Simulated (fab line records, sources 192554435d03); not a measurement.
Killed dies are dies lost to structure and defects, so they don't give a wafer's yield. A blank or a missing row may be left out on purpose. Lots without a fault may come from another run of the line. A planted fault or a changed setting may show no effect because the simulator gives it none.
Chamber matching | flow n5_finfet | N5_MOL_CONTACT_COAG_ETCH_124 on rie_diel-02: 4 sister chambers
The step etches SiNx in CH3F/O2, stops on SiOC, target depth 6.5 nm. 14 wafers are shown with their chamber, then 7 later ones without.

WAFERS WITH THEIR CHAMBER
wafer  | chamber | drypump_motor_current_A (A) | showerhead_plenum_p_Torr (Torr) | rf_vpp_V (V)
L074.1 | 0       | 5.9                         | 2.07                            | 306
L074.3 | 3       | 5.2                         | 1.96                            | 298
L074.6 | 1       | 5.7                         | 1.89                            | 288
L077.2 | 0       | 5.9                         | 2.07                            | 305
L077.3 | 1       | 5.7                         | 1.89                            | 287
L077.6 | 0       | 5.9                         | 2.07                            | 306
L079.1 | 1       | 5.6                         | 1.89                            | 289
L079.4 | 0       | 5.9                         | 2.06                            | 305
L079.5 | 2       | 4.8                         | 2.05                            | 293
L080.3 | 3       | 5.2                         | 1.96                            | 296
L080.4 | 2       | 4.8                         | 2.05                            | 294
L080.5 | 1       | 5.7                         | 1.89                            | 288
L086.2 | 0       | 5.9                         | 2.06                            | 306
L086.3 | 3       | 5.2                         | 1.95                            | 298

SIGNATURES (means of the wafers above)
reading                  | chamber 0 | chamber 1 | chamber 2 | chamber 3 | scatter within a chamber
drypump_motor_current_A  | 5.900     | 5.675     | 4.800     | 5.200     | 0.0274
showerhead_plenum_p_Torr | 2.0660    | 1.8900    | 2.0500    | 1.9567    | 0.00432
rf_vpp_V                 | 305.60    | 288.00    | 293.50    | 297.33    | 0.798
Rule: a wafer's distance from a chamber is the root of the sum, over the readings, of the square of ((its reading less the chamber's mean) divided by the reading's scatter). The wafer belongs to the nearest chamber; if the next one is less than 2 further off, it can't be placed. The scatter: the root of (the sum of the squares of (reading less its chamber's mean) over the shown wafers, divided by (wafers less chambers)).

WAFERS WITHOUT THEIR CHAMBER
wafer  | drypump_motor_current_A (A) | showerhead_plenum_p_Torr (Torr) | rf_vpp_V (V)
L086.6 | 4.8                         | 2.04                            | 293
L088.4 | 5.2                         | 1.95                            | 297
L088.5 | 5.7                         | 1.89                            | 289
L088.6 | 4.8                         | 2.04                            | 294
L091.2 | 4.8                         | 2.04                            | 293
L091.4 | 5.6                         | 1.88                            | 287
L091.6 | 5.7                         | 1.88                            | 289

WHICH CHAMBER EACH WENT THROUGH
wafer  | from the rows above | in truth
L086.6 | 2                   | 2
L088.4 | 3                   | 3
L088.5 | 1                   | 1
L088.6 | 2                   | 2
L091.2 | 2                   | 2
L091.4 | 1                   | 1
L091.6 | 1                   | 1
Placed correctly: 7 of 7. Can't be placed from these rows: 0. Placed wrongly: 0.
